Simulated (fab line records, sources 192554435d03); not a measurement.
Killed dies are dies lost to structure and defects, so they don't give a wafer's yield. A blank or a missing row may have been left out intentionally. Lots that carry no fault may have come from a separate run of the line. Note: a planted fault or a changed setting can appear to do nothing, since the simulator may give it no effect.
Matching of chambers / flow n5Finfet / 3 sister chambers for N5_GATE_CUT_CMP_61 on cmp-02
The step polishes, stops on SiNx, t overpolish 3 s. 6 wafers are shown with their chamber, then 5 later ones without.

WAFERS PAIRED WITH THEIR CHAMBERS
wafer=L087.1; chamber=3; motorCurrentA (A)=11.3; retainingRingPressureFrac=1.003
wafer=L087.3; chamber=1; motorCurrentA (A)=10.0; retainingRingPressureFrac=0.999
wafer=L087.6; chamber=3; motorCurrentA (A)=10.3; retainingRingPressureFrac=1.007
wafer=L088.4; chamber=1; motorCurrentA (A)=9.9; retainingRingPressureFrac=0.989
wafer=L088.5; chamber=2; motorCurrentA (A)=10.6; retainingRingPressureFrac=1.009
wafer=L091.3; chamber=2; motorCurrentA (A)=11.1; retainingRingPressureFrac=1.003

WAFERS WITHOUT THEIR CHAMBER
wafer=L091.5; motorCurrentA (A)=10.6; retainingRingPressureFrac=1.002
wafer=L093.3; motorCurrentA (A)=10.2; retainingRingPressureFrac=0.997
wafer=L093.5; motorCurrentA (A)=10.9; retainingRingPressureFrac=1.007
wafer=L094.1; motorCurrentA (A)=10.9; retainingRingPressureFrac=1.005
wafer=L094.5; motorCurrentA (A)=10.2; retainingRingPressureFrac=0.996

CHAMBER TAKEN BY EACH
wafer=L091.5; from the rows above=can't be placed: 3 or 2 or 1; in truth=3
wafer=L093.3; from the rows above=can't be placed: 1 or 3 or 2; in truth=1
wafer=L093.5; from the rows above=can't be placed: 2 or 3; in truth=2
wafer=L094.1; from the rows above=can't be placed: 3 or 2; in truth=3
wafer=L094.5; from the rows above=can't be placed: 1 or 3 or 2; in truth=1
Correctly placed: 0 of 5. From these rows, 5 cannot be placed; in 5 the true chamber is one of the candidates. Placed wrongly: 0.
How it was worked out, from the rows above alone: a wafer's distance from a chamber is the root of the sum, over the readings, of the square of ((its reading less the chamber's mean) divided by the reading's scatter). If the next closest chamber is less than 2 further off than the closest, the wafer can't be placed; otherwise it belongs to the closest. A chamber's mean is the mean of its shown wafers. The scatter: take each reading less its chamber's mean, square it, sum over the shown wafers, divide by the number of wafers less the number of chambers, and take the root.
